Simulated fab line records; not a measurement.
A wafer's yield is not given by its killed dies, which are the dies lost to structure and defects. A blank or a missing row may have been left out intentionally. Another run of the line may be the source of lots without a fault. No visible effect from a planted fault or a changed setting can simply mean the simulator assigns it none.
fab line records	flow n5-finfet
[record] lots = 7	wafers = 39
route steps=1938 shown FIN_SAQP@96 DUMMY_GATE@250 SPACER0@259 SD_EPI_N@278 GATE_CUT@469 MOL_CONTACT_COAG@523
start-h: hours from the record's opening day to when the first of the lot's shown wafers began	wait-h: hours from the lot's prior step to this one	" the same as in the row above	L1.1+2: one row covering several wafers at once	- either no value or no given start	* or withheld: withheld	< > ~ a bound
route shown NAME@n: names a module that has steps shown in the file, with the first one's number in the route	usual: the fault-free wafers' mean and standard deviation	same: alike in all rows	chamber/n: place in a boat	sites: the reading at each site	_std_site: their standard deviation	_edge_site: inner sites' mean taken away from outer sites' mean	radius-mm: how far each site lies from the wafer's centre	mask NAME#n: copy n	behind: tool/chamber where the wafer was last shaped	hold: what put the lot on hold/how long, in hours/how the hold closed	device: names the non-switching transistor (n, p or np)	end of line: the tests these same wafers got at the end of their route	a step without rows: its recipe alone	killed: the dies lost at the first sort to structure and to defects; this is not the yield of the wafer	map: a wafer's dies, marking killed ones x, the rest . and places with no die _
set.NAME: the setting that was run; set.NAME@STEP: the one run at that earlier step	model.NAME: the simulator's own value behind a step, which no gauge read
one table per step and one row per wafer, for lots whose settings were changed on purpose
[[steps]]
[step N5_FIN_SAQP_HM_DEP_03]
[recipe] material = SiNx	target-thk-a = 380	temp-c = 400	precursor = SiH4/NH3/N2	pressure-torr = 1.5	rf-w = 300	time-s = 33.6
lot.wafer	tool	chamber	start-h	wait-h	set.time-s	model.SiNx_of_FIN_SAQP_HM_DEP_03.thk-nm
L079.1	pecvd-04	1	52.23	0.2	33.6	37.08
L079.2	"	0	"	"	28.36	31.16
L079.3	"	2	"	"	28.36	32
L079.4	"	2	"	"	33.6	38.21
L079.5	"	0	"	"	28.36	31.56
L079.6	"	1	"	"	33.6	37.89
L082.1	pecvd-01	2	68.77	0.2	33.6	37.89
L082.2	"	1	"	"	33.6	38.46
L082.3	"	0	"	"	33.6	37.64
L089.1	pecvd-03	0	111.02	0.2	33.6	37.71
L089.2	"	1	"	"	33.6	38.19
L089.3	"	2	"	"	33.6	37.61
L089.4	"	0	"	"	33.6	38.55
L089.5	"	1	"	"	33.6	38.33
L089.6	"	2	"	"	33.6	37.88
L091.1	pecvd-04	2	123.29	0.2	33.6	37.87
L091.2	"	0	"	"	38.7	43.16
L091.3	"	1	"	"	33.6	36.94
L091.4	"	0	"	"	38.7	43.59
L091.5	"	1	"	"	38.7	43.85
L091.6	"	2	"	"	33.6	38.38
L093.1	pecvd-01	0	137.11	0.2	33.6	37.22
L093.2+4	"	1	"	"	33.6	38.52
L093.3	"	2	"	"	33.6	37.75
L093.5	"	2	"	"	33.6	38.73
L093.6	"	0	"	"	33.6	37.56
L096.1	pecvd-03	1	153.94	0.2	29.61	33.81
L096.2	"	0	"	"	29.61	33.45
L096.3	"	2	"	"	33.6	37.68
L096.4	"	1	"	"	33.6	39.08
L096.5	"	2	"	"	29.61	33.85
L096.6	"	0	"	"	33.6	39.12
L097.1	pecvd-04	1	159.48	0.2	33.6	37.46
L097.2	"	0	"	"	30.65	34.38
L097.3	"	2	"	"	33.6	38.32
L097.4	"	1	"	"	33.6	37.78
L097.5	"	0	"	"	30.65	34.43
L097.6	"	2	"	"	30.65	35
[step N5_FIN_SAQP_THK_MEAS_05]
[usual] thk-nm = 38.1/0.59
lot.wafer	tool	chamber	start-h	wait-h	set.time-s@FIN_SAQP_HM_DEP_03	thk-nm
L079.1	film-metro-02	-	52.32	0.1	33.6	37.0
L079.2	"	-	"	"	28.36	31.2
L079.3	"	-	"	"	28.36	32.0
L079.4	"	-	"	"	33.6	38.2
L079.5	"	-	"	"	28.36	31.5
L079.6	"	-	"	"	33.6	37.8
L082.1	film-metro-02	-	68.85	0.1	33.6	37.8
L082.2	"	-	"	"	33.6	38.5
L082.3	"	-	"	"	33.6	37.7
L089.1	film-metro-02	-	111.10	0.1	33.6	37.7
L089.2	"	-	"	"	33.6	38.2
L089.3	"	-	"	"	33.6	37.6
L089.4	"	-	"	"	33.6	38.5
L089.5	"	-	"	"	33.6	38.3
L089.6	"	-	"	"	33.6	37.9
L091.1	film-metro-01	-	123.38	0.1	33.6	37.8
L091.2	"	-	"	"	38.7	43.2
L091.3	"	-	"	"	33.6	36.9
L091.4	"	-	"	"	38.7	43.6
L091.5	"	-	"	"	38.7	43.9
L091.6	"	-	"	"	33.6	38.4
L093.1	film-metro-01	-	137.19	0.1	33.6	37.2
L093.2	"	-	"	"	33.6	38.5
L093.3	"	-	"	"	33.6	37.8
L093.4	"	-	"	"	33.6	38.5
L093.5	"	-	"	"	33.6	38.7
L093.6	"	-	"	"	33.6	37.6
L096.1	film-metro-02	-	154.02	0.1	29.61	33.8
L096.2	"	-	"	"	29.61	33.5
L096.3	"	-	"	"	33.6	37.7
L096.4	"	-	"	"	33.6	39.1
L096.5	"	-	"	"	29.61	33.8
L096.6	"	-	"	"	33.6	39.1
L097.1	film-metro-01	-	159.56	0.1	33.6	37.5
L097.2	"	-	"	"	30.65	34.4
L097.3	"	-	"	"	33.6	38.3
L097.4	"	-	"	"	33.6	37.8
L097.5	"	-	"	"	30.65	34.4
L097.6	"	-	"	"	30.65	35.1
[step N5_FIN_SAQP_PECVD_47]
[recipe] material = a-Si	target-thk-a = 450	temp-c = 400	precursor = SiH4/He	pressure-torr = 3	rf-w = 100	time-s = 36.3
[step N5_FIN_SAQP_PECVD_48]
[recipe] material = SiNx	target-thk-a = 250	temp-c = 400	precursor = SiH4/NH3/N2	pressure-torr = 1.5	rf-w = 300	time-s = 22.1
[step N5_FIN_SAQP_MANDREL2_REMOVE_60]
[recipe] chemistry = HBr/Cl2/O2	bt-time-s = 10	target = a-Si	stop-on = SiNx	endpoint = OES-SiCl	over-etch-frac = 1	icp-w = 600	bias-w = 22	HBr_flow_sccm = 150	Cl2_flow_sccm = 80	O2_flow_sccm = 5	pressure-mtorr = 10
[step N5_FIN_SAQP_HM_OPEN_33]
[recipe] chemistry = CH3F/O2	target = SiNx	mask-material = SiO2	target-depth-a = 494	time-s = 70.6	pressure-mtorr = 30	source-w = 395	bias-w = 73	Ar_flow_sccm = 150	CH3F_flow_sccm = 30	O2_flow_sccm = 20	ion-energy-ev = 120	ends = cleared
[usual] etch-rf-on-time-s = 68.9/2.4
lot.wafer	tool	chamber	start-h	wait-h	set.time-s@FIN_SAQP_HM_DEP_03	etch-rf-on-time-s	model.etch.depth-nm
L079.1	rie-diel-02	3	56.74	0.0	33.6	67.6	36.43
L079.2	"	2	"	"	28.36	54.6	30.44
L079.3	"	1	"	"	28.36	55.9	31.37
L079.4	"	3	"	"	33.6	69.9	37.52
L079.5	"	1	"	"	28.36	54.9	30.84
L079.6	"	2	"	"	33.6	66.5	37.26
L082.1	rie-diel-03	2	74.11	0.0	33.6	66.5	37.12
L082.2	"	3	"	"	33.6	68.8	37.53
L082.3	"	0	"	"	33.6	66.5	37.01
L089.1	rie-diel-02	3	116.11	0.2	33.6	68.9	36.79
L089.2	"	0	"	"	33.6	65.6	37.57
L089.3	"	2	"	"	33.6	66.4	36.8
L089.4	"	1	"	"	33.6	67.1	37.78
L089.5	"	0	"	"	33.6	65.6	37.56
L089.6	"	1	"	"	33.6	67.1	37.25
L091.1	rie-diel-02	1	127.87	0.0	33.6	65.7	37.07
L091.2	"	2	"	"	38.7	76.5	42.38
L091.3	"	3	"	"	33.6	67.5	36.31
L091.4	"	0	"	"	38.7	75.5	42.67
L091.5	"	1	"	"	38.7	76.7	43.05
L091.6	"	0	"	"	33.6	66.3	37.59
L093.1	rie-diel-02	0	142.59	0.3	33.6	64.6	36.51
L093.2	"	1	"	"	33.6	67.6	37.84
L093.3	"	3	"	"	33.6	69.5	37.12
L093.4	"	2	"	"	33.6	68.9	37.87
L093.5	"	1	"	"	33.6	68.1	38.1
L093.6	"	0	"	"	33.6	65.2	36.84
L096.1	rie-diel-05	2	158.42	0.0	29.61	60.8	33.05
L096.2	"	1	"	"	29.61	59.5	32.64
L096.3	"	0	"	"	33.6	69.1	36.76
L096.4	"	3	"	"	33.6	74.0	38.45
L096.5	"	2	"	"	29.61	60.6	33.09
L096.6	"	3	"	"	33.6	74.9	38.49
L097.1	rie-diel-03	2	164.29	0.1	33.6	66.7	36.65
L097.2	"	1	"	"	30.65	66.5	33.61
L097.3	"	3	"	"	33.6	71.0	37.69
L097.4	"	0	"	"	33.6	67.9	36.86
L097.5	"	3	"	"	30.65	63.3	33.67
L097.6	"	0	"	"	30.65	64.5	34.37
[step N5_DUMMY_GATE_ETCH_42]
[recipe] chemistry = CHF3/O2	target = SiO2	target-depth-a = 35	time-s = 31	ion-energy-ev = 30	bias-w = 12	pressure-mtorr = 30	source-w = 600	Ar_flow_sccm = 200	CHF3_flow_sccm = 50	O2_flow_sccm = 5
[usual] rf-vpp-V = 42.5/1.1
lot.wafer	tool	chamber	start-h	wait-h	set.bias-w	rf-vpp-V
L079.1	rie-diel-01	1	78.93	0.0	12	41.3
L079.2	"	0	"	"	12	42.3
L079.3	"	3	"	"	12	44.5
L079.4	"	2	"	"	12	43.9
L079.5	"	0	"	"	12	43.3
L079.6	"	1	"	"	12	41.5
L082.1	rie-diel-04	3	96.20	0.0	12	42.9
L082.2	"	2	"	"	12	43.8
L082.3	"	1	"	"	12	42.6
L089.1	rie-diel-06	3	139.15	0.0	12	40.9
L089.2	"	1	"	"	12.89	45.1
L089.3	"	0	"	"	12.89	43.4
L089.4	"	2	"	"	12	41.7
L089.5	"	0	"	"	12.89	42.7
L089.6	"	3	"	"	12	42.3
L091.1	rie-diel-01	1	148.67	0.0	10.77	40.1
L091.2	"	3	"	"	10.77	41.1
L091.3	"	2	"	"	12	42.5
L091.4	"	2	"	"	12	43.0
L091.5	"	3	"	"	12	43.3
L091.6	"	1	"	"	10.77	38.6
L093.1	rie-diel-06	1	164.92	0.1	12	42.0
L093.2	"	2	"	"	13.05	45.6
L093.3	"	0	"	"	13.05	42.5
L093.4	"	3	"	"	12	41.3
L093.5	"	3	"	"	12	42.0
L093.6	"	0	"	"	13.05	43.4
L096.1	rie-diel-06	0	179.05	0.0	10.32	37.5
L096.2	"	1	"	"	10.32	38.4
L096.3	"	3	"	"	12	41.8
L096.4	"	2	"	"	12	41.7
L096.5	"	1	"	"	12	43.5
L096.6	"	0	"	"	10.32	37.0
L097.1	rie-diel-06	3	185.73	0.0	9.772	36.6
L097.2	"	0	"	"	9.772	35.1
L097.3	"	1	"	"	12	42.9
L097.4	"	2	"	"	12	42.4
L097.5	"	1	"	"	12	42.1
L097.6	"	0	"	"	9.772	35.0
[step N5_SPACER0_ALD_00]
[recipe] material = SiOCN	target-thk-a = 35	temp-c = 400	ald-precursor-family = alkyl-aminosilane	ald-co-reactant = O2/N2-plasma	pulse-time-s = 3	purge-time-s = 2	co-reactant-purge-time-s = 2	ald-cycles = 58	pressure-torr = 2
lot.wafer	tool	chamber	start-h	wait-h	set.ald-cycles	model.SiOCN_of_SPACER0_ALD_00.thk-nm
L079.1+5	ald-sin-02	1,3	79.58	0.1	58	3.4
L079.2+3+6	"	2,3,2	"	"	53	3.2
L079.4	"	0	"	"	58	3.6
L082.1+2	ald-sin-03	2,3	96.62	0.1	58	3.6
L082.3	"	0	"	"	58	3.4
L089.1+3+4	ald-sin-03	1,3,2	139.91	0.1	58	3.4
L089.2+5+6	"	0,1,0	"	"	64	3.8
L091.1+2+4	ald-sin-01	3,0,2	149.63	0.1	58	3.4
L091.3+5+6	"	1,2,1	"	"	65	3.8
L093.1+3+4	ald-sin-02	3,0,2	165.42	0.1	65	4
L093.2+5+6	"	1,1,0	"	"	58	3.6
L096.1+3+5+6	ald-sin-02	3,2,1,0	179.49	0.1	58	3.4
L096.2+4	"	0,1	"	"	58	3.6
L097.1+6	ald-sin-01	3,0	187.55	0.1	58	3.6
L097.2+3+4	"	2,0,1	"	"	56	3.4
L097.5	"	1	"	"	58	3.4
[step N5_SD_EPI_N_ETCH_45]
[recipe] chemistry = CH3F/O2	target = SiOCN	target-depth-a = 60	mask-material = SOC	ion-energy-ev = 60	bias-w = 29	pressure-mtorr = 15	source-w = 410	Ar_flow_sccm = 150	CH3F_flow_sccm = 30	O2_flow_sccm = 20
lot.wafer	tool	chamber	start-h	wait-h	set.target-depth-a	model.etch.depth-nm
L079.1	rie-diel-02	0	80.87	0.1	64.16	6.864
L079.2	"	2	"	"	64.16	6.575
L079.3	"	3	"	"	60	5.921
L079.4	"	1	"	"	60	6.234
L079.5	"	0	"	"	64.16	6.78
L079.6	"	1	"	"	60	6.259
L082.1	rie-diel-03	1	97.92	0.1	60	5.77
L082.2	"	3	"	"	60	6.007
L082.3	"	2	"	"	60	6.116
L089.1	rie-diel-05	1	141.20	0.1	60	6.134
L089.2	"	2	"	"	60	6.181
L089.3	"	3	"	"	56.72	5.563
L089.4	"	0	"	"	56.72	5.65
L089.5	"	3	"	"	56.72	5.525
L089.6	"	2	"	"	60	6.098
L091.1	rie-diel-05	2	151.05	0.1	60	6.122
L091.2	"	0	"	"	60	6.043
L091.3	"	1	"	"	60	6.186
L091.4	"	3	"	"	60	5.836
L091.5	"	0	"	"	60	6.036
L091.6	"	1	"	"	60	6.185
L093.1	rie-diel-02	2	166.72	0.1	60	6.047
L093.2	"	3	"	"	60	5.946
L093.3	"	1	"	"	60	6.134
L093.4	"	0	"	"	60	6.203
L093.5	"	0	"	"	60	6.216
L093.6	"	1	"	"	60	6.205
L096.1	rie-diel-05	3	180.90	0.1	60	5.73
L096.2	"	0	"	"	60	5.834
L096.3	"	2	"	"	60	5.986
L096.4	"	1	"	"	60	6.043
L096.5	"	2	"	"	60	5.942
L096.6	"	1	"	"	60	6.078
L097.1	rie-diel-05	0	189.62	0.1	53.54	5.303
L097.2	"	3	"	"	53.54	5.133
L097.3	"	2	"	"	53.54	5.399
L097.4	"	1	"	"	60	6.109
L097.5	"	1	"	"	60	6.123
L097.6	"	0	"	"	60	5.915
[step N5_GATE_CUT_ETCH_58]
[recipe] chemistry = CH3F/O2	target = SiNx	target-depth-a = 170	time-s = 128.6	ion-energy-ev = 50	pressure-mtorr = 30	source-w = 415	bias-w = 21	Ar_flow_sccm = 150	CH3F_flow_sccm = 30	O2_flow_sccm = 20
[usual] rf-vpp-V = 99.2/0.83
lot.wafer	tool	chamber	start-h	wait-h	set.source-w	rf-vpp-V
L079.1	rie-diel-01	2	111.12	0.0	415	99.0
L079.2	"	0	"	"	415	100.2
L079.3	"	1	"	"	415	99.7
L079.4	"	1	"	"	415	100.2
L079.5	"	2	"	"	415	98.2
L079.6	"	0	"	"	415	99.3
L082.1	rie-diel-01	3	130.32	0.3	415	100.2
L082.2	"	1	"	"	415	98.0
L082.3	"	2	"	"	415	98.6
L089.1	rie-diel-04	0	171.84	0.1	447.3	97.2
L089.2	"	2	"	"	415	99.5
L089.3	"	1	"	"	447.3	98.9
L089.4	"	3	"	"	415	99.1
L089.5	"	3	"	"	447.3	97.1
L089.6	"	0	"	"	415	99.9
L091.1	rie-diel-01	3	181.42	0.0	365.3	103.0
L091.2	"	0	"	"	415	99.3
L091.3	"	1	"	"	415	100.2
L091.4	"	2	"	"	365.3	103.6
L091.5	"	2	"	"	365.3	103.9
L091.6	"	1	"	"	415	99.0
L093.1	rie-diel-01	3	196.68	0.0	415	98.6
L093.2	"	2	"	"	385	101.4
L093.3	"	0	"	"	415	98.8
L093.4	"	1	"	"	385	101.8
L093.5	"	2	"	"	415	100.7
L093.6	"	3	"	"	385	102.6
L096.1	rie-diel-01	1	211.45	0.1	415	98.5
L096.2	"	0	"	"	462.4	95.9
L096.3	"	3	"	"	462.4	96.5
L096.4	"	2	"	"	462.4	95.7
L096.5	"	1	"	"	415	98.7
L096.6	"	0	"	"	415	99.4
L097.1	rie-diel-06	3	220.84	0.0	445.3	96.7
L097.2	"	0	"	"	445.3	95.2
L097.3	"	2	"	"	415	99.8
L097.4	"	1	"	"	415	97.9
L097.5	"	3	"	"	415	98.7
L097.6	"	0	"	"	445.3	97.6
[step N5_MOL_CONTACT_COAG_EXPOSE_05]
[recipe] mask-id = CA	na = 0.33	source-shape = annular	sigma-inner = 0.4	sigma-outer = 0.8	polarization = unpolarized	defocus-nm = 0	dose-mj = 38.25
lot.wafer	tool	chamber	start-h	wait-h	mask	set.dose-mj
L079.1+2+6	euv-scanner-02	0	118.15	-	CA#0	40.05
L079.3+4+5	"	0	"	"	CA#0	38.25
L082.1+2+3	euv-scanner-01	0	138.17	-	CA#0	38.25
L089.1+5+6	euv-scanner-02	0	178.88	-	CA#0	38.25
L089.2+3+4	"	0	"	"	CA#0	40.7
L091.1+4+6	euv-scanner-02	0	190.75	-	CA#0	39.28
L091.2+3+5	"	0	"	"	CA#0	38.25
L093.1+2+5	euv-scanner-01	0	203.97	-	CA#0	38.25
L093.3+4+6	"	0	"	"	CA#0	41.26
L096.1+2+3+4+5+6	euv-scanner-02	0	218.97	-	CA#0	38.25
L097.1+5+6	euv-scanner-02	0	228.16	-	CA#0	39.33
L097.2+3+4	"	0	"	"	CA#0	38.25
[step N5_MOL_CONTACT_COAG_PEB_06]
[recipe] peb-temp-c = 100	peb-time-s = 60	resist = CAR-EUV
[step N5_MOL_CONTACT_COAG_DEVELOP_07]
[recipe] develop-time-s = 30	developer = TMAH	resist = CAR-EUV	rinse-liquid = surfactant-rinse	dry = air-spin	dev-temp-c = 23
[step N5_MOL_CONTACT_COAG_CD_MEAS_08]
[recipe] target-cd-nm = 28	landing-energy-ev = 500	detector = se-inlens	polarity = opening
[usual] cd-nm = 27.85/0.26
lot.wafer	tool	chamber	start-h	wait-h	set.dose-mj@MOL_CONTACT_COAG_EXPOSE_05	cd-nm
L079.1	cd-sem-03	0	118.28	-	40.05	28.92
L079.2	"	0	"	"	40.05	28.81
L079.3	"	0	"	"	38.25	27.81
L079.4	"	0	"	"	38.25	28.07
L079.5	"	0	"	"	38.25	27.93
L079.6	"	0	"	"	40.05	29.10
L082.1	cd-sem-02	0	138.30	-	38.25	27.63
L082.2	"	0	"	"	38.25	27.61
L082.3	"	0	"	"	38.25	27.74
L089.1	cd-sem-02	0	179.01	-	38.25	27.69
L089.2	"	0	"	"	40.7	29.28
L089.3	"	0	"	"	40.7	29.14
L089.4	"	0	"	"	40.7	28.52
L089.5	"	0	"	"	38.25	28.13
L089.6	"	0	"	"	38.25	27.59
L091.1	cd-sem-01	0	190.88	-	39.28	28.97
L091.2	"	0	"	"	38.25	27.88
L091.3	"	0	"	"	38.25	28.31
L091.4	"	0	"	"	39.28	28.65
L091.5	"	0	"	"	38.25	28.01
L091.6	"	0	"	"	39.28	29.01
L093.1	cd-sem-03	0	204.10	-	38.25	27.67
L093.2	"	0	"	"	38.25	28.20
L093.3	"	0	"	"	41.26	29.68
L093.4	"	0	"	"	41.26	29.25
L093.5	"	0	"	"	38.25	28.18
L093.6	"	0	"	"	41.26	29.27
L096.1	cd-sem-01	0	219.10	-	38.25	27.49
L096.2	"	0	"	"	38.25	27.43
L096.3	"	0	"	"	38.25	27.81
L096.4	"	0	"	"	38.25	27.47
L096.5	"	0	"	"	38.25	27.48
L096.6	"	0	"	"	38.25	28.09
L097.1	cd-sem-01	0	228.28	-	39.33	28.31
L097.2	"	0	"	"	38.25	27.80
L097.3	"	0	"	"	38.25	28.12
L097.4	"	0	"	"	38.25	27.94
L097.5	"	0	"	"	39.33	28.74
L097.6	"	0	"	"	39.33	28.11
[step N5_MOL_CONTACT_COAG_DESCUM_13]
[recipe] chemistry = O2	time-s = 7	source-power-w = 50	bias-power-w = 20	pressure-mtorr = 20	rf-frequency-hz = 2.712e+07	temp-c = 40	resist = CAR-EUV	o2-flow-sccm = 225
[step N5_MOL_CONTACT_COAG_ETCH_59]
[recipe] chemistry = N2/H2	target = underlayer	target-depth-a = 130	mask-material = CAR-EUV	time-s = 10.4	ion-energy-ev = 200	pressure-mtorr = 30	source-w = 840	bias-w = 150	n2-flow-sccm = 200	h2-flow-sccm = 200	ends = cleared
lot.wafer	tool	chamber	start-h	wait-h	set.dose-mj@MOL_CONTACT_COAG_EXPOSE_05	model.MOL_CONTACT_COAG.cd-offset-nm
L079.1	rie-diel-02	2	118.44	0.0	40.05	1
L079.2	"	0	"	"	40.05	0.6
L079.3	"	3	"	"	38.25	-0.4
L079.4	"	1	"	"	38.25	-0.2
L079.5	"	1	"	"	38.25	0.4
L079.6	"	2	"	"	40.05	1.2
L082.1+2	rie-diel-05	2,1	138.46	0.0	38.25	-0.4
L082.3	"	3	"	"	38.25	0
L089.1+6	rie-diel-02	2	179.16	0.0	38.25	0
L089.2	"	3	"	"	40.7	1.2
L089.3	"	0	"	"	40.7	1
L089.4	"	3	"	"	40.7	0.8
L089.5	"	0	"	"	38.25	-0.4
L091.1+4+6	rie-diel-05	2,1,3	191.30	0.0	39.28	0.6
L091.2+3	"	3,0	"	"	38.25	-0.2
L091.5	"	2	"	"	38.25	-0.4
L093.1+2	rie-diel-03	2,3	204.28	0.0	38.25	0
L093.3	"	1	"	"	41.26	1.8
L093.4+6	"	0,1	"	"	41.26	1.4
L093.5	"	2	"	"	38.25	0.2
L096.1+4	rie-diel-03	0	219.26	0.0	38.25	-0.6
L096.2+3+5	"	2,3,2	"	"	38.25	-0.4
L096.6	"	3	"	"	38.25	-0.2
L097.1+6	rie-diel-05	2,3	228.45	0.0	39.33	0.4
L097.2	"	3	"	"	38.25	0.2
L097.3+4	"	1,0	"	"	38.25	0
L097.5	"	2	"	"	39.33	0.8
[step N5_MOL_CONTACT_COAG_ETCH_105]
[recipe] chemistry = CF4	target = SiARC	target-depth-a = 156	mask-material = CAR-EUV	time-s = 26	ion-energy-ev = 80	pressure-mtorr = 40	source-w = 545	bias-w = 36	Ar_flow_sccm = 100	cf4-flow-sccm = 100	ends = cleared
lot.wafer	tool	chamber	start-h	wait-h	set.dose-mj@MOL_CONTACT_COAG_EXPOSE_05	model.MOL_CONTACT_COAG.cd-offset-nm
L079.1	rie-diel-02	2	118.45	0.0	40.05	0.8
L079.2	"	0	"	"	40.05	0.4
L079.3	"	3	"	"	38.25	-0.6
L079.4	"	1	"	"	38.25	0
L079.5	"	1	"	"	38.25	0.6
L079.6	"	2	"	"	40.05	1
L082.1+3	rie-diel-05	2,3	138.48	0.0	38.25	-0.4
L082.2	"	1	"	"	38.25	-0.2
L089.1	rie-diel-02	2	179.18	0.0	38.25	0
L089.2	"	3	"	"	40.7	1.2
L089.3	"	0	"	"	40.7	0.8
L089.4	"	3	"	"	40.7	1
L089.5	"	0	"	"	38.25	-0.4
L089.6	"	2	"	"	38.25	-0.2
L091.1	rie-diel-05	2	191.32	0.0	39.28	0.4
L091.2+3+5	"	3,0,2	"	"	38.25	-0.4
L091.4+6	"	1,3	"	"	39.28	0.6
L093.1	rie-diel-03	2	204.30	0.0	38.25	0
L093.2+5	"	3,2	"	"	38.25	0.2
L093.3	"	1	"	"	41.26	1.8
L093.4	"	0	"	"	41.26	1
L093.6	"	1	"	"	41.26	1.4
L096.1+4	rie-diel-03	0	219.28	0.0	38.25	-0.8
L096.2	"	2	"	"	38.25	-0.6
L096.3+6	"	3	"	"	38.25	-0.2
L096.5	"	2	"	"	38.25	-0.4
L097.1+6	rie-diel-05	2,3	228.47	0.0	39.33	0.4
L097.2+3+4	"	3,1,0	"	"	38.25	0
L097.5	"	2	"	"	39.33	0.8
[[key]]
[split] step = N5_FIN_SAQP_HM_DEP_03	setting = time-s	stated = 33.6	by = wafer
[response] step = N5_FIN_SAQP_HM_DEP_03	reading = model.SiNx_of_FIN_SAQP_HM_DEP_03.thk-nm	change = +0.392	per = 1%	r = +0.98
[response] step = N5_FIN_SAQP_THK_MEAS_05	reading = thk-nm	change = *	per = 1%	r = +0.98
[response] step = N5_FIN_SAQP_HM_OPEN_33	reading = etch-rf-on-time-s	change = *	per = 1%	r = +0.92
[response] step = N5_FIN_SAQP_HM_OPEN_33	reading = model.etch.depth-nm	change = +0.391	per = 1%	r = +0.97
[split] step = N5_DUMMY_GATE_ETCH_42	setting = bias-w	stated = 12	by = wafer
[response] step = N5_DUMMY_GATE_ETCH_42	reading = rf-vpp-V	change = +0.333	per = 1%	r = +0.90
[split] step = N5_SPACER0_ALD_00	setting = ald-cycles	stated = 58	by = wafer
[response] step = N5_SPACER0_ALD_00	reading = model.SiOCN_of_SPACER0_ALD_00.thk-nm	change = +0.0342	per = 1%	r = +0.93
[split] step = N5_SD_EPI_N_ETCH_45	setting = target-depth-a	stated = 60	by = wafer
[response] step = N5_SD_EPI_N_ETCH_45	reading = model.etch.depth-nm	change = +0.0801	per = 1%	r = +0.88
[split] step = N5_GATE_CUT_ETCH_58	setting = source-w	stated = 415	by = wafer
[response] step = N5_GATE_CUT_ETCH_58	reading = rf-vpp-V	change = -0.294	per = 1%	r = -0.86
[split] step = N5_MOL_CONTACT_COAG_EXPOSE_05	setting = dose-mj	stated = 38.25	by = wafer
[response] step = N5_MOL_CONTACT_COAG_CD_MEAS_08	reading = cd-nm	change = +0.189	per = 1%	r = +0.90
[response] step = N5_MOL_CONTACT_COAG_ETCH_59	reading = model.MOL_CONTACT_COAG.cd-offset-nm	change = +0.194	per = 1%	r = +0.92
[response] step = N5_MOL_CONTACT_COAG_ETCH_105	reading = model.MOL_CONTACT_COAG.cd-offset-nm	change = +0.179	per = 1%	r = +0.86
